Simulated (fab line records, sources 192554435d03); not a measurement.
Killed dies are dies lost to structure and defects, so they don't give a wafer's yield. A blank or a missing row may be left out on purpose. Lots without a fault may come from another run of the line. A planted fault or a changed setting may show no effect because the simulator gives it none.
Split-lot experiment | flow n5_finfet | 7 lots, 21 wafers read, on a route of 1938 steps

THE SPLIT
At N5_SD_EPI_N_PEB_07 (peb time 60 s), the setting peb_temp_c was moved away from the recipe's 110 C on 10 of the 21 wafers read, by -3.4% to +1.8%. The other wafers ran this setting at the recipe's value.

FROM THE SPLIT TO THE READING: what the file shows between them, 1 step
- N5_SD_EPI_N_DEVELOP_08: develop time 30 s

THE READING
cd_nm, in nm, at N5_SD_EPI_N_CD_MEAS_09 (target cd 120 nm). Fault-free wafers of this fab line usually give 120.3 nm, standard deviation 0.54 nm.

wafer  | tool, chamber at the split | peb_temp_c as run, C | against the recipe | cd_nm, nm | against lot-mates on the recipe
L079.2 | litho_track-05, 0          | 110                  | recipe             | 119.9     | -
L079.4 | litho_track-05, 0          | 107.2                | -2.5%              | 111.8     | -8.0
L079.5 | litho_track-05, 0          | 110                  | recipe             | 119.8     | -
L080.1 | litho_track-02, 0          | 110                  | recipe             | 119.4     | -
L080.2 | litho_track-02, 0          | 110                  | recipe             | 119.6     | -
L080.6 | litho_track-02, 0          | 110                  | recipe             | 119.6     | -
L082.2 | litho_track-02, 0          | 106.3                | -3.4%              | 109.6     | -9.9
L082.4 | litho_track-02, 0          | 110                  | recipe             | 119.3     | -
L082.5 | litho_track-02, 0          | 110                  | recipe             | 119.7     | -
L084.1 | litho_track-05, 0          | 110                  | recipe             | 119.6     | -
L084.4 | litho_track-05, 0          | 108.5                | -1.4%              | 115.6     | -4.0
L084.6 | litho_track-05, 0          | 108.5                | -1.4%              | 115.5     | -4.1
L091.1 | litho_track-02, 0          | 112                  | +1.8%              | 125.2     | +4.6
L091.3 | litho_track-02, 0          | 110                  | recipe             | 120.6     | -
L091.4 | litho_track-02, 0          | 112                  | +1.8%              | 125.2     | +4.6
L092.1 | litho_track-04, 0          | 107.4                | -2.4%              | 113.2     | -7.5
L092.2 | litho_track-04, 0          | 110                  | recipe             | 120.7     | -
L092.5 | litho_track-04, 0          | 107.4                | -2.4%              | 112.8     | -7.9
L097.2 | litho_track-02, 0          | 110                  | recipe             | 120.3     | -
L097.5 | litho_track-02, 0          | 106.7                | -3.0%              | 111.2     | -9.1
L097.6 | litho_track-02, 0          | 106.7                | -3.0%              | 111.0     | -9.3

THE FIT
A straight line over all 21 wafers: cd_nm changes by +2.98 nm for each +1% of peb_temp_c; r = +1.00; the points scatter about the line by 0.39 nm.
The same after taking each lot's own level away (the mean of its wafers on the recipe; 21 wafers): +2.97 nm for each +1%; r = +1.00; scatter 0.33 nm.
On that fit, the largest move of peb_temp_c shifts the reading by 10 nm.
The lots' own levels span 119.50 to 120.70 nm, that is 2.2 times the standard deviation above.
So the lot-to-lot level changes the slope little: the two slopes agree.
Check: with one of the wafers moved furthest among these (-3.4%) left out of the fit, the line predicts -10.2 nm for it against its lot-mates. It came out at -9.9 nm against them.

OTHER SPLITS ON THESE WAFERS
These wafers also went through other splits before the reading. Each is held against what the fit with the lots' levels taken away leaves over:
other split on the same wafers            | wafers away from the commonest value | r with cd_nm (lot level and that fit taken away)
N5_ZERO_LAYER_EXPOSE_08 dose_mj           | 7                                    | -0.04
N5_ZERO_LAYER_ETCH_18 icp_w               | 7                                    | +0.42
N5_PMOS_HMC_CHANNEL_EPI_COAT_31 spin_rpm  | 7                                    | +0.16
N5_PMOS_HMC_CHANNEL_EPI_EXPOSE_06 dose_mj | 5                                    | +0.21
N5_FIN_CUT_ETCH_21 bias_w                 | 5                                    | +0.10
N5_FIN_CUT_CUT_ETCH_15 time_s             | 4                                    | +0.20
N5_SD_EPI_N_COAT_33 spin_rpm              | 9                                    | -0.37

THE WHOLE CHAIN: every reading that the file lists as answering this split, in the file's order
step                   | what it does             | reading                                                         | change (the file's fit)              | r (the file's)
N5_SD_EPI_N_CD_MEAS_09 | target cd 120 nm         | cd_nm                                                           | +3.02 nm for each +1% of the setting | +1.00
N5_SD_EPI_N_DESCUM_14  | chemistry O2, time 7.9 s | SD_EPI_N.cd_nm (the simulator's own value, which no gauge read) | +3.05 nm for each +1% of the setting | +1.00

THE FILE'S OWN FIT
cd_nm changes by +3.02 nm for each +1% of peb_temp_c, r = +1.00.
